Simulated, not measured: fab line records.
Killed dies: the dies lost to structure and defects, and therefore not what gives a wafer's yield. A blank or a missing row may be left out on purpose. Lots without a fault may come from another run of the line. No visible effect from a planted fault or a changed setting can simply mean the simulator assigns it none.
Which tool was responsible? | flow nand_harc | Sampling: 23 lots, 69 wafers, 5 of 1302 route steps

## WHAT EACH GAUGE READ, for each wafer
NHARC_A_M0_THK_MEAS_24: measures by xrf.
lot  | measured     | on            | thk_nm (nm)
L075 | day 23 03:45 | film_metro-01 | 113.4 111.9 115.9
L074 | day 23 06:52 | film_metro-01 | 115.9 112.4 116.1
L076 | day 24 06:22 | film_metro-02 | 115.2 115.8 115.6
L077 | day 24 07:46 | film_metro-01 | 112.5 114.5 115.3
L078 | day 24 12:36 | film_metro-02 | 114.5 112.5 114.0
L080 | day 24 17:15 | film_metro-01 | 114.9 113.4 113.7
L079 | day 26 02:25 | film_metro-01 | 112.0 114.5 112.4
L084 | day 26 09:53 | film_metro-02 | 114.5 113.9 112.8
L081 | day 26 17:52 | film_metro-02 | 114.1 113.8 116.0
L082 | day 26 19:49 | film_metro-02 | 113.9 114.4 113.7
L083 | day 27 00:18 | film_metro-02 | 116.0 113.7 115.9
L086 | day 27 16:51 | film_metro-01 | 115.5 113.4 114.4
L085 | day 27 22:20 | film_metro-02 | 115.0 112.5 114.8
L088 | day 28 11:32 | film_metro-02 | 112.5 112.5 112.6
L087 | day 28 13:39 | film_metro-01 | 113.7 113.7 113.1
L089 | day 29 07:35 | film_metro-01 | 114.0 112.8 116.0
L091 | day 29 15:47 | film_metro-02 | 114.6 113.6 112.5
L092 | day 29 17:48 | film_metro-01 | 116.9 113.6 113.3
L090 | day 29 19:28 | film_metro-01 | 111.7 114.3 115.5
L093 | day 30 09:37 | film_metro-01 | 113.9 114.2 114.0
L094 | day 31 15:10 | film_metro-02 | 113.7 112.3 111.3
L096 | day 31 21:24 | film_metro-01 | 114.0 113.5 113.9
L097 | day 33 00:15 | film_metro-02 | 111.3 116.2 115.6

NHARC_A_BONDPAD_OVL_MEAS_35.
lot  | measured     | on         | overlay_x_nm (nm) | overlay_y_nm (nm)
L075 | day 23 10:07 | overlay-01 | -18 -18 -18       | -7 -7 -6
L074 | day 23 13:09 | overlay-01 | -5 -6 -5          | -3 -3 -3
L076 | day 24 12:47 | overlay-02 | 1 1 1             | -6 -6 -6
L077 | day 24 14:11 | overlay-02 | 6 6 6             | 1 1 1
L078 | day 24 19:01 | overlay-02 | -2 -3 -2          | -1 -1 -1
L080 | day 24 23:28 | overlay-02 | -13 -13 -13       | 4 4 4
L079 | day 26 08:49 | overlay-02 | 6 6 6             | -11 -11 -11
L084 | day 26 16:05 | overlay-02 | 4 5 4             | -6 -6 -6
L081 | day 27 00:17 | overlay-02 | -1 -1 0           | -1 -2 -2
L082 | day 27 02:09 | overlay-02 | -6 -6 -7          | -7 -8 -7
L083 | day 27 06:40 | overlay-02 | -10 -9 -9         | -3 -2 -3
L086 | day 27 23:15 | overlay-01 | -7 -7 -7          | 1 1 1
L085 | day 28 04:32 | overlay-02 | 9 9 8             | 10 9 9
L088 | day 28 18:11 | overlay-02 | -5 -5 -5          | -6 -5 -5
L087 | day 28 20:03 | overlay-02 | -1 -1 -1          | 2 1 2
L089 | day 29 14:02 | overlay-02 | -1 -1 -1          | 3 3 3
L091 | day 29 22:02 | overlay-02 | -5 -5 -5          | 0 0 0
L092 | day 30 01:43 | overlay-02 | 2 2 3             | -14 -14 -14
L090 | day 30 02:02 | overlay-01 | 7 7 7             | 3 3 3
L093 | day 30 15:51 | overlay-01 | 3 3 4             | -4 -4 -4
L094 | day 31 21:27 | overlay-02 | 2 2 3             | -5 -5 -5
L096 | day 32 03:43 | overlay-02 | 2 2 2             | 0 0 0
L097 | day 33 06:23 | overlay-02 | 5 5 5             | 1 1 1

## WHICH TOOL RAN EACH LOT (tool, then ch and the chambers of the sampled wafers, then the start)
lot  | NHARC_A_M0_DESCUM_14               | NHARC_A_M1_ETCH_35                 | NHARC_A_BONDPAD_DEP_00
L075 | rie_diel-01 ch 1,2, day 23 01:26   | rie_diel-12 ch 2,3, day 23 05:34   | pecvd-01 ch 1,2, day 23 08:48
L074 | rie_diel-07 ch 1,2, day 23 04:33   | rie_diel-08 ch 0,1, day 23 08:43   | pecvd-04 ch 0,2, day 23 11:56
L076 | rie_diel-07 ch 0,1,2, day 24 04:04 | rie_diel-12 ch 0,1,3, day 24 08:23 | pecvd-04 ch 0,2, day 24 11:37
L077 | rie_diel-01 ch 0,1,2, day 24 05:28 | rie_diel-08 ch 0,1,2, day 24 09:46 | pecvd-01 ch 0,2, day 24 13:04
L078 | rie_diel-07 ch 0,1,2, day 24 10:19 | rie_diel-12 ch 0,1,3, day 24 14:25 | pecvd-04 ch 1,2, day 24 19:01 or earlier
L080 | rie_diel-07 ch 0,3, day 24 14:37   | rie_diel-12 ch 1,2, day 24 19:04   | pecvd-04 ch 0,2, day 24 22:19
L079 | rie_diel-01 ch 0,1, day 26 00:05   | rie_diel-13 ch 0,2,3, day 26 04:15 | pecvd-03 ch 0,1, day 26 07:29
L084 | rie_diel-07 ch 0,1,2, day 26 07:35 | rie_diel-12 ch 1,2, day 26 11:43   | pecvd-03 ch 1,2, day 26 16:05 or earlier
L081 | rie_diel-07 ch 0,2, day 26 15:27   | rie_diel-12 ch 0,1, day 26 19:41   | pecvd-03 ch 1,2, day 26 22:59
L082 | rie_diel-07 ch 0,2,3, day 26 17:29 | rie_diel-13 ch 1,2, day 26 21:30   | pecvd-03 ch 1,2, day 27 00:51
L083 | rie_diel-07 ch 0,2, day 26 21:56   | rie_diel-13 ch 0,1, day 27 02:09   | pecvd-01 ch 0,1,2, day 27 05:21
L086 | rie_diel-07 ch 0,1,2, day 27 14:33 | rie_diel-12 ch 1,2,3, day 27 18:40 | pecvd-03 ch 0,1,2, day 27 23:15 or earlier
L085 | rie_diel-07 ch 0,2,3, day 27 20:01 | rie_diel-08 ch 0,1,2, day 28 00:10 | pecvd-04 ch 0,1,2, day 28 03:22
L088 | rie_diel-10 ch 0,1,3, day 28 09:10 | rie_diel-13 ch 0,1,2, day 28 13:23 | pecvd-01 ch 0,1,2, day 28 16:50
L087 | rie_diel-07 ch 1,2,3, day 28 11:22 | rie_diel-13 ch 0,1, day 28 15:30   | pecvd-04 ch 1,2, day 28 18:43
L089 | rie_diel-10 ch 0,2, day 29 05:12   | rie_diel-13 ch 1,2,3, day 29 09:25 | pecvd-03 ch 0,1, day 29 12:46
L091 | rie_diel-01 ch 1,2,3, day 29 13:29 | rie_diel-13 ch 0,1,3, day 29 17:31 | pecvd-03 ch 1,2, day 29 20:43
L092 | rie_diel-01 ch 0,3, day 29 15:25   | rie_diel-12 ch 2,3, day 29 19:40   | pecvd-03 ch 0,1, day 30 01:43 or earlier
L090 | rie_diel-10 ch 0,2, day 29 17:08   | rie_diel-13 ch 0,1, day 29 21:16   | pecvd-04 ch 0,2, day 30 02:02 or earlier
L093 | rie_diel-07 ch 0,1, day 30 07:17   | rie_diel-08 ch 1,2, day 30 11:20   | pecvd-04 ch 1,2, day 30 14:35
L094 | rie_diel-01 ch 0,1,3, day 31 12:51 | rie_diel-12 ch 0,1,3, day 31 16:57 | pecvd-04 ch 1,2, day 31 21:27 or earlier
L096 | rie_diel-07 ch 0,1,3, day 31 19:04 | rie_diel-13 ch 1,2,3, day 31 23:13 | pecvd-01 ch 0,2, day 32 02:25
L097 | rie_diel-07 ch 2,3, day 32 21:52   | rie_diel-08 ch 0,2,3, day 33 02:00 | pecvd-04 ch 1,2, day 33 06:23 or earlier
- NHARC_A_M0_DESCUM_14: chemistry O2, time 3 s.
- NHARC_A_M1_ETCH_35: etches the open film in N2/H2, target depth 40 nm, overetch 12 nm, time 43.94 s.
- NHARC_A_BONDPAD_DEP_00: deposits SiCN, target thk 250 nm.

## WHAT THE TOOLS THEMSELVES READ (means of the sampled wafers that have a number; where no wafer has one, the mark that the record gives instead)
NHARC_A_M0_DESCUM_14.
lot  | tool        | drypump_motor_current_A (A) | oes_product_au (a.u.) | rf_vpp_V (V) | showerhead_plenum_p_Torr (Torr) | throttle_valve_pct (%)
L075 | rie_diel-01 | 6.1                         | 1.013                 | 58.1         | 1.94                            | 11.315
L074 | rie_diel-07 | 5.5                         | 0.998                 | 57.9         | 2.00                            | 11.315
L076 | rie_diel-07 | 5.8                         | 1.007                 | 58.2         | 1.97                            | 11.302
L077 | rie_diel-01 | 6.0                         | 1.012                 | 58.4         | 1.89                            | 11.316
L078 | rie_diel-07 | 5.8                         | 0.997                 | 57.5         | 1.97                            | 11.307
L080 | rie_diel-07 | 6.2                         | 0.997                 | 57.3         | 1.91                            | 11.306
L079 | rie_diel-01 | 5.7                         | 1.003                 | 58.1         | 1.81                            | 11.308
L084 | rie_diel-07 | 5.7                         | 0.993                 | 57.6         | 1.97                            | 11.300
L081 | rie_diel-07 | 6.0                         | 0.995                 | 58.3         | 1.94                            | 11.316
L082 | rie_diel-07 | 5.9                         | 0.988                 | 58.1         | 1.93                            | 11.310
L083 | rie_diel-07 | 5.7                         | 0.996                 | 57.2         | 1.96                            | 11.310
L086 | rie_diel-07 | 5.7                         | 0.995                 | 58.6         | 1.97                            | 11.312
L085 | rie_diel-07 | 5.9                         | 0.986                 | 57.7         | 1.93                            | 11.310
L088 | rie_diel-10 | 5.3                         | 0.985                 | 58.6         | 1.92                            | 11.307
L087 | rie_diel-07 | 5.6                         | 0.993                 | 58.1         | 1.96                            | 11.317
L089 | rie_diel-10 | 5.3                         | 0.994                 | 58.2         | 1.90                            | 11.321
L091 | rie_diel-01 | 6.0                         | 1.006                 | 58.1         | 1.92                            | 11.312
L092 | rie_diel-01 | 6.1                         | 0.994                 | 58.0         | 1.91                            | 11.309
L090 | rie_diel-10 | 5.3                         | 0.997                 | 59.0         | 1.96                            | 11.313
L093 | rie_diel-07 | 5.8                         | 0.988                 | 58.6         | 1.97                            | 11.313
L094 | rie_diel-01 | 5.9                         | 1.001                 | 58.2         | 1.86                            | 11.307
L096 | rie_diel-07 | 6.0                         | 1.000                 | 56.5         | 1.94                            | 11.317
L097 | rie_diel-07 | 5.7                         | 0.992                 | 57.9         | 1.92                            | 11.305

NHARC_A_M1_ETCH_35.
lot  | tool        | drypump_motor_current_A (A) | h2_flow_sccm (sccm) | n2_flow_sccm (sccm) | oes_product_au (a.u.) | rf_vpp_V (V) | showerhead_plenum_p_Torr (Torr) | throttle_valve_pct (%)
L075 | rie_diel-12 | 5.9                         | 149.9               | 149.7               | 0.998                 | 429.0        | 1.99                            | 14.171
L074 | rie_diel-08 | 5.9                         | 150.4               | 150.0               | 1.011                 | 431.1        | 2.04                            | 14.169
L076 | rie_diel-12 | 5.6                         | 149.9               | 150.1               | 1.001                 | 429.6        | 2.02                            | 14.169
L077 | rie_diel-08 | 6.0                         | 150.2               | 150.1               | 0.995                 | 428.8        | 1.99                            | 14.178
L078 | rie_diel-12 | 5.6                         | 149.7               | 149.9               | 1.001                 | 431.0        | 2.02                            | 14.166
L080 | rie_diel-12 | 5.2                         | 149.8               | 150.1               | 1.011                 | 433.8        | 2.13                            | 14.172
L079 | rie_diel-13 | 5.9                         | 149.9               | 149.9               | 0.987                 | 429.6        | 2.02                            | 14.177
L084 | rie_diel-12 | 5.2                         | 150.6               | 149.6               | 1.007                 | 433.0        | 2.13                            | 14.168
L081 | rie_diel-12 | 5.3                         | 150.2               | 150.0               | 1.007                 | 432.1        | 2.09                            | 14.171
L082 | rie_diel-13 | 5.6                         | 149.7               | 149.8               | 0.996                 | 428.9        | 1.96                            | 14.167
L083 | rie_diel-13 | 5.9                         | 149.8               | 149.9               | 0.990                 | 430.1        | 2.04                            | 14.180
L086 | rie_diel-12 | 5.6                         | 150.4               | 150.0               | 0.998                 | 430.7        | 2.06                            | 14.165
L085 | rie_diel-08 | 6.0                         | 150.3               | 150.0               | 1.000                 | 428.6        | 1.99                            | 14.169
L088 | rie_diel-13 | 5.8                         | 150.3               | 150.1               | 0.993                 | 428.9        | 2.00                            | 14.177
L087 | rie_diel-13 | 5.8                         | 150.0               | 150.0               | 0.997                 | 431.2        | 2.04                            | 14.174
L089 | rie_diel-13 | 5.8                         | 149.8               | 150.1               | 0.996                 | 429.5        | 2.02                            | 14.172
L091 | rie_diel-13 | 5.9                         | 150.1               | 150.0               | 1.003                 | 431.6        | 2.06                            | 14.179
L092 | rie_diel-12 | 5.6                         | 149.8               | 150.1               | 1.000                 | 431.3        | 2.06                            | 14.171
L090 | rie_diel-13 | 5.9                         | 150.1               | 150.0               | 0.991                 | 429.6        | 2.04                            | 14.168
L093 | rie_diel-08 | 6.0                         | 149.9               | 150.4               | 0.991                 | 427.6        | 1.94                            | 14.173
L094 | rie_diel-12 | 5.6                         | 150.0               | 149.8               | 0.984                 | 429.5        | 2.02                            | 14.170
L096 | rie_diel-13 | 5.8                         | 150.0               | 150.4               | 0.996                 | 429.2        | 2.02                            | 14.173
L097 | rie_diel-08 | 6.0                         | 149.9               | 149.9               | 1.000                 | 430.2        | 2.03                            | 14.171

NHARC_A_BONDPAD_DEP_00.
lot  | tool     | heater_power_w (W) | showerhead_vpp_V (V) | susceptor_temp_C (C)
L075 | pecvd-01 | 530                | 1296                 | 369.77
L074 | pecvd-04 | 572                | 1318                 | 369.82
L076 | pecvd-04 | 637                | 1291                 | 369.91
L077 | pecvd-01 | 584                | 1353                 | 369.84
L078 | pecvd-04 | 559                | 1332                 | 370.36
L080 | pecvd-04 | 598                | 1294                 | 370.05
L079 | pecvd-03 | 623                | 1411                 | 369.89
L084 | pecvd-03 | 667                | 1360                 | 370.24
L081 | pecvd-03 | 593                | 1319                 | 370.06
L082 | pecvd-03 | 630                | 1325                 | 369.76
L083 | pecvd-01 | 570                | 1330                 | 370.01
L086 | pecvd-03 | 610                | 1388                 | 370.01
L085 | pecvd-04 | 594                | 1322                 | 370.08
L088 | pecvd-01 | 598                | 1304                 | 370.12
L087 | pecvd-04 | 536                | 1345                 | 370.06
L089 | pecvd-03 | 621                | 1440                 | 370.08
L091 | pecvd-03 | 597                | 1305                 | 369.92
L092 | pecvd-03 | 608                | 1435                 | 370.09
L090 | pecvd-04 | 617                | 1297                 | 370.13
L093 | pecvd-04 | 499                | 1330                 | 370.06
L094 | pecvd-04 | 549                | 1329                 | 369.84
L096 | pecvd-01 | 604                | 1333                 | 369.86
L097 | pecvd-04 | 569                | 1337                 | 369.79

## THE ANSWER, worked out from the rows above alone
Rule: the lots themselves supply what counts as usual. The widest of any qualifying gaps counts: lots, ordered by their means at a reading, are off when they make up no more than a third of the lots, leave a main group of 4 or more, and stand apart from it by 3 or more times the standard deviation of that group's means. Not used: any main group whose means are identical at the precision the tables above print for the reading. Also off: a lot with no number at a reading for which 4 or more lots have one. All remaining lots with rows at the step are treated as sound. First the gauges in route order, then the tools' own readings, where a lot's mean is used as printed above. At the first step where some lot is off, the reading lying furthest off is the one used; lots without a number count as furthest.
No lot is off at any reading shown: from this, nothing can be told.

## WHAT THE SIMULATOR PUT IN
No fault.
